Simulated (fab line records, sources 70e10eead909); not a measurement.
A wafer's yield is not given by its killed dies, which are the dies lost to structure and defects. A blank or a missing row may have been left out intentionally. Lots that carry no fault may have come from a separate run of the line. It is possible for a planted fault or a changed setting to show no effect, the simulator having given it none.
fab line records -- flow nand_harc -- part 2 of 2: steps 5 to 6 of 6
[record] lots = 24, wafers = 72, last_day = 33
route steps=1302 shown A_CHANNEL_HOLE_D2@597 A_CHANNEL_FILL_D2@633 A_STAIRCASE@639
lots that met no fault: from a run of the same line without faults
start_h: hours from the record's opening day to when the first of the lot's shown wafers began -- wait_h: how many hours have passed since the lot's step before this one -- " identical to the entry in the row above -- L1.1+2: several wafers, shown together as one row -- - no value, or no start was given -- * or withheld: withheld -- < > ~ a bound
route shown NAME@n: a module of which the file shows steps, and the number in the route of the first -- usual: mean/standard deviation taken from wafers without a fault -- same: alike in all rows -- chamber/n: place in a boat -- sites: the reading at each site -- _std_site: standard deviation across them -- _edge_site: mean of outer sites minus mean of inner sites -- radius_mm: how far each site lies from the wafer's centre -- mask NAME#n: copy n -- behind: tool/chamber where the wafer was last shaped -- hold: why the lot was held/for how many hours/how that ended -- device: names the non-switching transistor (n, p or np) -- end of line: tests of these same wafers at the route's end -- a step given without rows: its recipe and nothing more -- killed: at the first sort, the dies lost to defects and structure; wafer yield is something else -- map: dies across one wafer; x = killed, . = not, _ = none there
set.NAME: the setting that was run; set.NAME@STEP: the one run at that earlier step -- model.NAME: the simulator's own value behind a step, which no gauge read
route steps across a sampled set of lots; one table per step, one row per wafer
services: a tool's chamber out of use, with start hour (start_h, from the record's first day; less than 0 if before it), hours out, and reason
[[steps]]
[step NHARC_A_STAIRCASE_STRIP_175]
[recipe] power_w = 1500, temp_c = 250, chemistry = O2
[usual] drypump_motor_current_A = 5.73/0.28, heater_power_w = 339/35
lot.wafer,tool,chamber,start_h,wait_h,drypump_motor_current_A,heater_power_w,rf_hours_counter_h
L074.4,plasma_asher-02,1,346.16,0.2,5.82,323,-
L074.3,plasma_asher-02,0,346.16,0.2,5.54,332,-
L074.5,plasma_asher-02,1,346.16,0.2,5.83,314,-
L076.2,plasma_asher-01,1,367.49,0.1,6.26,313,3
L076.6,plasma_asher-01,1,367.49,0.1,6.27,310,-
L076.5,plasma_asher-01,0,367.49,0.1,5.46,428,-
L075.1,plasma_asher-01,1,369.55,0.1,6.26,309,3
L075.2,plasma_asher-01,0,369.55,0.1,5.45,415,3
L075.5,plasma_asher-01,0,369.55,0.1,5.46,422,-
L077.1,plasma_asher-02,1,385.36,0.1,5.80,315,26
L077.4,plasma_asher-02,0,385.36,0.1,5.53,334,-
L077.5,plasma_asher-02,0,385.36,0.1,5.53,325,-
L078.3,plasma_asher-01,0,393.75,0.2,5.46,423,-
L078.5,plasma_asher-01,0,393.75,0.2,5.46,419,-
L078.6,plasma_asher-01,1,393.75,0.2,6.29,309,-
L079.4,plasma_asher-02,1,417.44,0.2,5.82,312,-
L079.6,plasma_asher-02,1,417.44,0.2,5.79,311,-
L079.5,plasma_asher-02,0,417.44,0.2,5.50,327,-
L080.3,plasma_asher-01,1,418.20,0.2,6.31,302,-
L080.4,plasma_asher-01,0,418.20,0.2,5.48,425,-
L080.6,plasma_asher-01,1,418.20,0.2,6.29,314,-
L082.2,plasma_asher-02,1,440.33,0.1,5.82,323,1
L082.1,plasma_asher-02,0,440.33,0.1,5.51,325,1
L082.3,plasma_asher-02,0,440.33,0.1,5.49,329,-
L081.1,plasma_asher-01,0,440.50,0.1,5.46,429,17
L081.4,plasma_asher-01,1,440.50,0.1,6.27,319,-
L081.5,plasma_asher-01,1,440.50,0.1,6.25,302,-
L083.1,plasma_asher-02,0,454.82,0.1,5.50,340,5
L083.3,plasma_asher-02,1,454.82,0.1,5.83,328,-
L083.6,plasma_asher-02,1,454.82,0.1,5.83,314,-
L086.1,plasma_asher-02,0,464.04,0.1,5.52,327,9
L086.4,plasma_asher-02,0,464.04,0.1,5.50,340,-
L086.6,plasma_asher-02,0,464.04,0.1,5.50,339,-
L085.2,plasma_asher-02,1,464.32,0.1,5.85,315,9
L085.3,plasma_asher-02,1,464.32,0.1,5.86,313,-
L085.6,plasma_asher-02,0,464.32,0.1,5.52,338,-
L084.1,plasma_asher-02,1,468.11,0.1,5.80,328,9
L084.2,plasma_asher-02,0,468.11,0.1,5.52,341,9
L084.5,plasma_asher-02,1,468.11,0.1,5.83,322,-
L087.4,plasma_asher-02,0,476.41,0.2,5.52,335,-
L087.3,plasma_asher-02,1,476.41,0.2,5.82,311,-
L087.6,plasma_asher-02,0,476.41,0.2,5.51,331,-
L088.4,plasma_asher-02,0,498.82,0.2,5.51,329,-
L088.6,plasma_asher-02,0,498.82,0.2,5.51,325,-
L088.5,plasma_asher-02,1,498.82,0.2,5.79,314,-
L089.2,plasma_asher-02,1,513.17,0.1,5.82,313,17
L089.1,plasma_asher-02,0,513.17,0.1,5.51,336,17
L089.4,plasma_asher-02,0,513.17,0.1,5.47,343,-
L090.4,plasma_asher-01,0,513.46,0.2,5.47,432,-
L090.3,plasma_asher-01,1,513.46,0.2,6.29,301,-
L090.5,plasma_asher-01,0,513.46,0.2,5.49,423,-
L092.2,plasma_asher-01,0,544.30,0.2,5.46,384,3
L092.1,plasma_asher-01,1,544.30,0.2,6.25,328,3
L092.3,plasma_asher-01,0,544.30,0.2,5.46,386,-
L091.1,plasma_asher-01,1,545.00,0.1,6.27,334,3
L091.4,plasma_asher-01,0,545.00,0.1,5.49,392,-
L091.5,plasma_asher-01,0,545.00,0.1,5.46,382,-
L093.1,plasma_asher-02,1,554.05,0.6,5.77,323,28
L093.4,plasma_asher-02,0,554.05,0.6,5.52,328,-
L093.5,plasma_asher-02,1,554.05,0.6,5.82,317,-
L094.3,plasma_asher-02,0,554.75,0.9,5.52,324,-
L094.6,plasma_asher-02,0,554.75,0.9,5.52,333,-
L094.5,plasma_asher-02,1,554.75,0.9,5.78,314,-
L095.2,plasma_asher-02,1,574.09,0.1,5.81,322,37
L095.4,plasma_asher-02,1,574.09,0.1,5.81,320,-
L095.6,plasma_asher-02,1,574.09,0.1,5.80,327,-
L096.2,plasma_asher-02,0,581.17,0.1,5.52,333,40
L096.1,plasma_asher-02,1,581.17,0.1,5.80,319,40
L096.5,plasma_asher-02,1,581.17,0.1,5.80,319,-
L097.2,plasma_asher-02,1,582.08,0.3,5.84,326,40
L097.1,plasma_asher-02,0,582.08,0.3,5.53,343,40
L097.6,plasma_asher-02,0,582.08,0.3,5.50,340,-
[step NHARC_A_STAIRCASE_ETCH_190]
[recipe] target_depth_a = 1000, time_s = 40.5, ion_energy_ev = 400, c4f8_flow_sccm = 20, o2_flow_sccm = 10, ar_flow_sccm = withheld, rf_w = 600, bias_w = 1000, chemistry = C4F8/O2
[usual] oes_product_au = 0.942/0.011, rf_fwd_power_W = 592.7/2.4, rf_vpp_V = 897/5.3
lot.wafer,tool,chamber,start_h,wait_h,oes_product_au,rf_fwd_power_W,rf_hours_counter_h,rf_vpp_V
L074.3,rie_diel-01,0,-,-,0.953,591.6,40,892
L074.4,rie_diel-01,0,-,-,0.957,595.3,-,893
L074.5,rie_diel-01,1,-,-,0.934,595.5,-,887
L076.2,rie_diel-04,2,-,-,0.941,594.5,1,898
L076.5,rie_diel-04,3,-,-,0.945,591.4,-,897
L076.6,rie_diel-04,0,-,-,0.953,595.1,-,903
L075.2,rie_diel-07,3,-,-,0.936,591.8,22,905
L075.1,rie_diel-07,1,-,-,0.945,595.5,22,904
L075.5,rie_diel-07,3,-,-,0.931,592.0,-,903
L077.1,rie_diel-07,3,-,-,0.916,590.9,25,905
L077.4,rie_diel-07,1,-,-,0.932,594.5,25,904
L077.5,rie_diel-07,3,-,-,0.907,591.1,-,903
L078.3,rie_diel-01,2,-,-,0.952,594.8,1,897
L078.6,rie_diel-01,3,-,-,0.955,593.0,-,896
L078.5,rie_diel-01,0,-,-,0.962,590.7,-,892
L079.4,rie_diel-01,1,-,-,0.947,591.4,10,886
L079.5,rie_diel-01,3,-,-,0.942,593.3,-,897
L079.6,rie_diel-01,0,-,-,0.945,588.5,-,891
L080.3,rie_diel-04,1,-,-,0.939,590.5,16,901
L080.4,rie_diel-04,2,-,-,0.936,594.5,18,897
L080.6,rie_diel-04,0,-,-,0.940,593.7,-,903
L082.1,rie_diel-07,1,-,-,0.955,597.3,41,905
L082.2,rie_diel-07,2,-,-,0.935,590.6,42,892
L082.3,rie_diel-07,3,-,-,0.924,589.0,45,904
L081.4,rie_diel-07,1,-,-,0.940,592.9,41,904
L081.1,rie_diel-07,0,-,-,0.943,589.4,41,899
L081.5,rie_diel-07,2,-,-,0.933,592.7,-,892
L083.3,rie_diel-01,3,-,-,0.955,594.6,19,894
L083.1,rie_diel-01,2,-,-,0.929,588.8,20,896
L083.6,rie_diel-01,3,-,-,0.942,592.5,-,897
L086.4,rie_diel-04,2,-,-,0.919,594.4,34,896
L086.1,rie_diel-04,3,-,-,0.950,593.1,32,898
L086.6,rie_diel-04,3,-,-,0.949,591.0,-,897
L085.3,rie_diel-01,3,-,-,0.935,598.0,21,895
L085.2,rie_diel-01,0,-,-,0.944,589.9,21,892
L085.6,rie_diel-01,2,-,-,0.947,592.8,-,896
L084.2,rie_diel-07,1,-,-,0.946,592.6,48,905
L084.1,rie_diel-07,0,-,-,0.951,587.3,51,899
L084.5,rie_diel-07,2,-,-,0.931,591.5,-,890
L087.4,rie_diel-04,0,-,-,0.932,596.6,35,903
L087.3,rie_diel-04,1,-,-,0.953,594.0,37,902
L087.6,rie_diel-04,2,-,-,0.931,592.0,-,896
L088.4,rie_diel-04,1,-,-,0.952,594.3,43,901
L088.6,rie_diel-04,1,-,-,0.950,591.9,-,902
L088.5,rie_diel-04,2,-,-,0.923,595.0,-,896
L089.4,rie_diel-07,1,-,-,0.955,592.6,10,904
L089.1,rie_diel-07,3,-,-,0.950,590.1,9,903
L089.2,rie_diel-07,0,-,-,0.942,591.2,9,901
L090.3,rie_diel-01,0,-,-,0.953,590.6,42,890
L090.4,rie_diel-01,2,-,-,0.933,594.3,41,896
L090.5,rie_diel-01,0,-,-,0.948,591.5,-,892
L092.1,rie_diel-01,3,-,-,0.949,593.0,53,895
L092.2,rie_diel-01,0,-,-,0.953,588.6,49,890
L092.3,rie_diel-01,1,-,-,0.946,594.8,49,887
L091.1,rie_diel-04,1,-,-,0.953,594.5,4,901
L091.4,rie_diel-04,1,-,-,0.944,592.5,-,902
L091.5,rie_diel-04,2,-,-,0.939,594.2,-,898
L093.1,rie_diel-04,1,-,-,0.931,595.0,8,900
L093.5,rie_diel-04,3,-,-,0.952,591.9,-,898
L093.4,rie_diel-04,1,-,-,0.931,594.7,-,902
L094.3,rie_diel-01,2,-,-,0.944,592.2,56,894
L094.5,rie_diel-01,0,-,-,0.953,589.6,-,892
L094.6,rie_diel-01,1,-,-,0.947,591.5,-,888
L095.4,rie_diel-04,0,-,-,0.945,594.0,3,901
L095.2,rie_diel-04,1,-,-,0.937,592.8,16,900
L095.6,rie_diel-04,3,-,-,0.949,591.5,-,898
L096.2,rie_diel-04,0,-,-,0.944,595.0,6,902
L096.1,rie_diel-04,1,-,-,0.926,595.0,18,902
L096.5,rie_diel-04,1,-,-,0.925,594.8,-,901
L097.2,rie_diel-01,0,-,-,0.952,593.0,9,892
L097.1,rie_diel-01,3,-,-,0.957,594.3,3,894
L097.6,rie_diel-01,0,-,-,0.966,591.2,-,891
[[services]]
tool,chamber,start_h,hours,kind
rie_diel-01,1,268.42,3.1,repair
pecvd-02,-,285.18,0.6,repair
rie_diel-07,1,291.02,2.6,repair
rie_diel-07,-,294.20,9.0,pm
rie_diel-01,2,297.34,2.8,repair
rie_diel-04,-,298.04,0.3,repair
cmp-02,-,331.95,4.0,pm
rie_diel-01,3,345.57,6.2,repair
rie_diel-04,-,354.90,9.0,pm
rie_diel-07,1,359.86,2.9,repair
rie_diel-01,1,366.50,3.8,repair
plasma_asher-02,-,369.57,1.0,repair
rie_diel-01,3,378.09,9.6,repair
har_etch-02,-,379.59,17.0,pm
rie_diel-01,-,380.80,9.0,pm
rie_diel-07,0,393.62,9.9,repair
rie_diel-07,0,403.85,8.8,repair
pecvd-02,-,408.10,13.0,pm
plasma_asher-02,-,426.58,9.0,pm
rie_diel-04,-,532.93,9.0,pm
rie_diel-07,1,554.62,4.5,repair
rie_diel-07,0,555.62,7.3,repair
rie_diel-01,2,581.64,14.5,repair
rie_diel-04,3,582.21,24.3,repair
